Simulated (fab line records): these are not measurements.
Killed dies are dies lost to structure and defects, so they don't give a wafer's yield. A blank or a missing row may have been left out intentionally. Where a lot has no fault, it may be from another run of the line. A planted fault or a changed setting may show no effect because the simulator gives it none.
Problem report in the 8D (eight disciplines) form, filled by code :: flow n5Finfet :: the parts of the form that need people (team, actions taken, sign-off) are left out

== 1. THE PROBLEM ==
Mean of killed_at_M4_up at N5_PASSIVATION_PROBE_49: 140 across 3 wafers in 2 lots; on wafers with no fault it is 14 (standard deviation 6.2). That puts it +20 standard deviations away from the usual mean.
Seen first at day 15 14:20 on prober-01, wafer L560.1. Wafers with a number at this step in the record: 9, from 4 lots. Rule for "out" (also "out of limits"): further than 4 standard deviations from the usual mean. All remaining wafers that have a number are taken as sound.

== 2. WHAT IT IS AND WHAT IT IS NOT ==
question: which readings at this step
is: killed_at_M4_up, defectLimitedYield, killedDies, sort_bin_5_function, sortNPass, sortYieldPct
is not: killed_at_M0_to_M3, killedAtContacts, killedAtFrontEnd, killedAtOther, killedOpen, killedShort

question: which lots
is: L560, L562
is not: L547, L550

question: which wafers of those lots
is: all that have a number
is not: -

question: read on which tools
is: prober-01, prober-02
is not: -

question: when
is: from day 15 14:20
is not: up to then (6 sound wafers)

== 3. WHAT RULES OUT EACH SUSPECT ==
Counting: any tool at a process step up to the reading is kept as a suspect provided that every lot that is out went through it and no sound lot did after the first of them.
- rieDiel-04 at N5_BEOL_M5_TRENCH_ETCH_37 (etches SiCOH lowk in C4F6/O2, target depth 71.652 nm, time 24.7 s): kept. All lots that are out passed through it, beginning with L560 at day 11 21:19, and no sound lot followed; its final sound lot before that point was L550 at day 9 01:59.
The count leaves rieDiel-04 at N5_BEOL_M5_TRENCH_ETCH_37.

== 4. THE CAUSE (what the simulator had put in) ==
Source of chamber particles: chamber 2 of rieDiel-04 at N5_BEOL_M5_TRENCH_ETCH_37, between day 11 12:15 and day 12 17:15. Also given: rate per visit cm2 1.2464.
Counting left only this tool.

== 5. THE EFFECT CHAIN, in route order ==
Each row: a reading whose mean over the struck wafers that have a number lies more than 3 standard deviations from the usual. Only readings for which the record gives a usual standard deviation are gone through. hours: the time from each lot's start at the first step in this table that gives one to its start at this step, as a median over the lots. sigmas: the change in usual standard deviations.
hours: 0
step: N5_PASSIVATION_PROBE_49
reading: defectLimitedYield
usual: 91.2 %
on struck wafers: 81.2
change: -10.0
sigmas: -7.1

hours: 0
step: N5_PASSIVATION_PROBE_49
reading: killed_at_M4_up
usual: 14
on struck wafers: 140
change: +126
sigmas: +20

hours: 0
step: N5_PASSIVATION_PROBE_49
reading: killedDies
usual: 104
on struck wafers: 222
change: +118
sigmas: +6.9

hours: 0
step: N5_PASSIVATION_PROBE_49
reading: sort_bin_5_function
usual: 5.2 %
on struck wafers: 11.7
change: +6.5
sigmas: +7.0

hours: 0
step: N5_PASSIVATION_PROBE_49
reading: sortNPass
usual: 1075
on struck wafers: 955
change: -120
sigmas: -7.5

hours: 0
step: N5_PASSIVATION_PROBE_49
reading: sortYieldPct
usual: 91.1 %
on struck wafers: 81.0
change: -10.1
sigmas: -7.2
It contains these process steps:
- N5_PASSIVATION_PROBE_49

== 6. WHAT WOULD HAVE CAUGHT IT SOONER ==
First out-of-limits reading in this record: day 15 14:20, which is 98 hours after fault onset at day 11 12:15.
Tool readings at N5_BEOL_M5_TRENCH_ETCH_37 with a usual standard deviation given in the record: none out on any struck wafer, hence no alarm at a limit of 4 standard deviations on them.
By day 15 14:20 the whole set of lots that are out, 2 in number, had already begun N5_BEOL_M5_TRENCH_ETCH_37 on rieDiel-04. Holding the tool at that point would not have protected any of them.
